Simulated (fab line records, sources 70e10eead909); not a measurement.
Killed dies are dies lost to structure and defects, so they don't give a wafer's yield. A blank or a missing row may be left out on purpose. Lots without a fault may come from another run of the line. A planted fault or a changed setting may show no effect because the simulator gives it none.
A struck lot beside a sound one | flow nand_harc | 13 steps out of a route of 1302
Sound: wafers L326.1, L326.4, L326.6. Struck: wafer L330.2. (L330.1, L330.4 of the same lot were not struck and are left out.) The cause comes at the end.
At each step with rows: each side's tool, then ch and its chambers, then its first start. Under that, the readings that differ: sound wafers | struck wafers | difference of the means | sigmas: that difference in standard deviations of wafers without a fault.
alike: readings whose means differ by less than 2 such deviations, and words and numbers that are the same on both sides. not compared: withheld readings, readings that some wafer has no value for, bounds like >300 that may hide the same value, and numbers for which the record gives no deviation and whose values overlap.
The two part at a step that has a row with sigmas, a row that says differs or no value, or rows on one side only. Numbers that don't overlap but have no deviation are shown without sigmas and don't part them. A reading that every wafer of one side lacks parts them only if that side has two wafers or more.

first, 2 steps without rows for these wafers: NHARC_A_STAIRCASE_TRIM_191 (chemistry O2, time 211.2 s); NHARC_A_STAIRCASE_ETCH_192 (etches the open film in C4F8/O2, target depth 100 nm, time 40.5 s).
NHARC_A_STAIRCASE_TRIM_193: chemistry O2, time 211.2 s.
  sound on rie_diel-13 ch 1,2,3; struck on rie_diel-13 ch 1
  alike: drypump_motor_current_A, oes_product_au, rf_vpp_V, showerhead_plenum_p_Torr, throttle_valve_pct
  not compared: rf_hours_counter_h
NHARC_A_STAIRCASE_ETCH_194: etches the open film in C4F8/O2, target depth 100 nm, time 40.5 s.
  sound on rie_diel-13 ch 0,2; struck on rie_diel-13 ch 1
  alike: oes_product_au, rf_vpp_V
  not compared: rf_hours_counter_h
NHARC_A_STAIRCASE_TRIM_196: chemistry O2, time 211.2 s.
  sound on rie_diel-13 ch 1,3, day 18 06:04; struck on rie_diel-13 ch 3, day 20 08:32
  alike: drypump_motor_current_A, oes_product_au, rf_vpp_V, showerhead_plenum_p_Torr, throttle_valve_pct
  not compared: rf_hours_counter_h
then, 2 steps without rows for these wafers: NHARC_A_STAIRCASE_ETCH_197 (etches the open film in C4F8/O2, target depth 100 nm, time 40.5 s); NHARC_A_STAIRCASE_TRIM_198 (chemistry O2, time 211.2 s).
NHARC_A_STAIRCASE_ETCH_199: etches the open film in C4F8/O2, target depth 100 nm, time 40.5 s.
  sound on rie_diel-13 ch 1,2; struck on rie_diel-13 ch 0
  alike: oes_product_au, rf_vpp_V
  not compared: rf_hours_counter_h
then, 1 step without rows for these wafers: NHARC_A_STAIRCASE_TRIM_200 (chemistry O2, time 211.2 s).
NHARC_A_STAIRCASE_ETCH_201: etches the open film in C4F8/O2, target depth 100 nm, time 40.5 s.
  sound on rie_diel-13 ch 0,3; struck on rie_diel-13 ch 0
  alike: oes_product_au, rf_vpp_V
  not compared: rf_hours_counter_h
then, 1 step without rows for these wafers: NHARC_A_STAIRCASE_TRIM_202 (chemistry O2, time 211.2 s).
NHARC_A_STAIRCASE_ETCH_203: etches the open film in C4F8/O2, target depth 100 nm, time 40.5 s.
  sound on rie_diel-13 ch 0,3, day 18 06:58; struck on rie_diel-13 ch 2, day 20 09:24
  reading               | sound             | struck | difference | sigmas
  oes_product_au (a.u.) | 0.950 0.931 0.936 | 0.816  | -0.123     | -11
  alike: rf_vpp_V
  not compared: rf_hours_counter_h
-- the record jumps here: 9 days lie between the struck wafers' starts before and after (it left off in module A_STAIRCASE and takes up again in module END, whose first step shown is number 1302 of the route) --
NHARC_END_SORT_01:
  the record has rows for the struck wafers here (prober-02 ch 0, day 29 03:25) and none for the sound ones

WHERE THEY PART
First at NHARC_A_STAIRCASE_ETCH_203; last, within this record, at NHARC_END_SORT_01.

WHY: what the simulator had put in
Process parameter drift: rie_diel-13, from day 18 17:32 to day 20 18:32, at NHARC_A_STAIRCASE_ETCH_203. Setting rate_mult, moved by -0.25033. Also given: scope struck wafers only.
